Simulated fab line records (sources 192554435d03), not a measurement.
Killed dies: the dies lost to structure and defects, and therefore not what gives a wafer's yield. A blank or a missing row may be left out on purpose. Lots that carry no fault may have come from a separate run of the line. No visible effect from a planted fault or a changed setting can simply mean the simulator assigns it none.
Chamber matching ; flow n5 finfet ; 4 sister chambers for N5_BEOL_M0_SAQP_CUT_ETCH_46 on rie diel-01
The step etches SOC in N2/H2, target depth 135 nm, overetch 27 nm, time 202.5 s. 4 wafers are shown with their chamber, then 11 later ones without.

## WAFERS, EACH WITH ITS CHAMBER
wafer;chamber;drypump motor current A (A)
L078.4;0;5.7
L088.3;1;5.5
L088.5;3;5.4
L090.2;2;6.2

## WAFERS WHOSE CHAMBER IS MISSING
wafer;drypump motor current A (A)
L090.4;5.4
L090.6;5.5
L093.1;5.4
L093.2;5.5
L093.3;6.3
L095.1;6.3
L095.3;5.5
L095.6;5.5
L096.2;6.3
L096.3;5.5
L096.6;5.4

## THE CHAMBER EACH PASSED THROUGH
wafer;from the rows above;in truth
L090.4;can't be placed: 3 or 1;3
L090.6;can't be placed: 1 or 3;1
L093.1;can't be placed: 3 or 1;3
L093.2;can't be placed: 1 or 3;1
L093.3;2;2
L095.1;2;2
L095.3;can't be placed: 1 or 3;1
L095.6;can't be placed: 1 or 3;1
L096.2;2;2
L096.3;can't be placed: 1 or 3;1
L096.6;can't be placed: 3 or 1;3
Placed correctly: 3 of 11. Cannot be placed on the basis of these rows: 8; the candidates contain the true chamber in 8. Number placed wrongly: 0.
How it was worked out, from the rows above alone: a wafer's distance from a chamber is the root of the sum, over the readings, of the square of ((its reading less the chamber's mean) divided by the reading's scatter). The wafer belongs to the nearest chamber; if the next one is less than 2 further off, it can't be placed. Each chamber's mean is taken over the wafers shown for it. The scatter: with one shown wafer a chamber, the root of the mean of the squares of how far each hidden wafer lies from its nearest shown one.
